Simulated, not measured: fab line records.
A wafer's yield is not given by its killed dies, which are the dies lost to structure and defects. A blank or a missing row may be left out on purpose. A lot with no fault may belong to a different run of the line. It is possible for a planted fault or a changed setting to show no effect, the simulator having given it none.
Lot-split experiment ; flow n5_finfet ; on a route of 1938 steps: 7 lots, 21 wafers read

THE SPLIT ITSELF
At N5_MOL_CONTACT_COAG_COAT_62 (time 60 s, resist thk 60 nm), the setting spin_rpm was moved away from the recipe's 1500 rpm on 2 of the 21 wafers read, by -3.1% to +10.5%. The other wafers ran this setting at the recipe's value.

FROM THE SPLIT TO THE READING: what the file shows between them, 9 steps
- N5_MOL_CONTACT_COAG_COAT_63: time 60 s, resist thk 10 nm
- N5_MOL_CONTACT_COAG_COAT_64: time 60 s, resist thk 10 nm
- N5_MOL_CONTACT_COAG_ALD_133: deposits SiO2, target thk 5 nm, pulse time 1 s, co reactant pulse time 1 s
- N5_MOL_CONTACT_COAG_ETCHBACK_134: etches SiO2 in CHF3, target depth 10 nm, time 6.7 s
- N5_MOL_CONTACT_COAG_ETCH_67: etches SOC in N2/H2, target depth 60 nm, overetch 21 nm, time 101.2 s
- N5_MOL_CONTACT_COAG_STRIP_68: strips in N2/H2
- N5_MOL_CONTACT_COAG_STRIP_69: strips in N2/H2
- N5_MOL_CONTACT_COAG_ETCHBACK_136: etches SiO2 in CHF3, target depth 25 nm, time 16.7 s
- N5_MOL_CONTACT_COAG_STRIP_120: strips in CHF3

THE READING
SOC_of_MOL_CONTACT_COAG_COAT_62.thk_nm (the simulator's own value, which no gauge read), in nm, at N5_MOL_CONTACT_COAG_VIA_ETCH_117 (etches SiO2 in C4F6/O2, target depth 40 nm, overetch 8 nm, time 26 s). No usual value for it is given in the file. The 19 wafers here that ran the recipe average 51.5 nm, standard deviation 0.25 nm.

wafer;tool, chamber at the split;spin_rpm as run, rpm;against the recipe;SOC_of_MOL_CONTACT_COAG_COAT_62.thk_nm, nm;against lot-mates on the recipe
L075.1;litho_track-04, 0;1500;recipe;51.2;-
L075.2;litho_track-04, 0;1500;recipe;51.2;-
L075.5;litho_track-04, 0;1454;-3.1%;52.8;+1.6
L078.1;litho_track-05, 0;1500;recipe;51.4;-
L078.2;litho_track-05, 0;1500;recipe;51.2;-
L078.5;litho_track-05, 0;1500;recipe;51.2;-
L079.2;litho_track-01, 0;1500;recipe;51.8;-
L079.3;litho_track-01, 0;1500;recipe;51.4;-
L079.4;litho_track-01, 0;1500;recipe;51.4;-
L085.1;litho_track-04, 0;1500;recipe;51.6;-
L085.6;litho_track-04, 0;1500;recipe;51.6;-
L085.5;litho_track-04, 0;1500;recipe;52.2;-
L090.2;litho_track-01, 0;1500;recipe;51.8;-
L090.5;litho_track-01, 0;1500;recipe;51.6;-
L090.6;litho_track-01, 0;1500;recipe;51.4;-
L096.1;litho_track-01, 0;1500;recipe;51.6;-
L096.4;litho_track-01, 0;1658;+10.5%;48.8;-2.7
L096.6;litho_track-01, 0;1500;recipe;51.4;-
L097.1;litho_track-04, 0;1500;recipe;51.8;-
L097.2;litho_track-04, 0;1500;recipe;51.4;-
L097.4;litho_track-04, 0;1500;recipe;51.6;-

THE FIT
A straight line over all 21 wafers: SOC_of_MOL_CONTACT_COAG_COAT_62.thk_nm changes by -0.272 nm for each +1% of spin_rpm; r = -0.93; the points scatter about the line by 0.27 nm.
The same after taking each lot's own level away (the mean of its wafers on the recipe; 21 wafers): -0.28 nm for each +1%; r = -0.94; scatter 0.24 nm.
The reading moves by 2.9 nm for the largest change in spin_rpm, on that fit.
Across the lots, their own levels run from 51.20 to 51.80 nm, a range of 2.4 times the standard deviation given above.
The two slopes agree, so the slope changes little with the lot-to-lot level.
Check: for one of the wafers moved furthest among these (+10.5%), held out of the fit, the line's prediction against its lot-mates is -5.5 nm. Against them it came out at -2.7 nm.

OTHER SPLITS ON THESE WAFERS
Other splits were also applied to these wafers ahead of the reading. Each is held against what the fit with the lots' levels taken away leaves over:
other split on the same wafers;wafers away from the commonest value;r with SOC_of_MOL_CONTACT_COAG_COAT_62.thk_nm (lot level and that fit taken away)
N5_GATE_CUT_EXPOSE_10 dose_mj;6;-0.08
N5_MOL_CONTACT_COAG_CONTACT_ETCH_14 source_w;7;+0.13
N5_MOL_CONTACT_COAG_VIA_ETCH_46 bias_w;7;-0.08

THE WHOLE CHAIN: every reading that the file lists as answering this split, in the file's order
step;what it does;reading;change (the file's fit);r (the file's)
N5_MOL_CONTACT_COAG_COAT_62;time 60 s, resist thk 60 nm;SOC_of_MOL_CONTACT_COAG_COAT_62.thk_nm (the simulator's own value, which no gauge read);-0.288 nm for each +1% of the setting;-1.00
N5_MOL_CONTACT_COAG_ETCH_67;etches SOC in N2/H2, target depth 60 nm, overetch 21 nm, time 101.2 s;etch.depth_nm (the simulator's own value, which no gauge read);-0.282 nm for each +1% of the setting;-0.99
N5_MOL_CONTACT_COAG_ETCHBACK_136;etches SiO2 in CHF3, target depth 25 nm, time 16.7 s;SOC_of_MOL_CONTACT_COAG_COAT_62.thk_nm (the simulator's own value, which no gauge read);-0.267 nm for each +1% of the setting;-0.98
N5_MOL_CONTACT_COAG_VIA_ETCH_117;etches SiO2 in C4F6/O2, target depth 40 nm, overetch 8 nm, time 26 s;SOC_of_MOL_CONTACT_COAG_COAT_62.thk_nm (the simulator's own value, which no gauge read);-0.277 nm for each +1% of the setting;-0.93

THE FILE'S OWN FIT
SOC_of_MOL_CONTACT_COAG_COAT_62.thk_nm changes by -0.277 nm for each +1% of spin_rpm, r = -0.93.
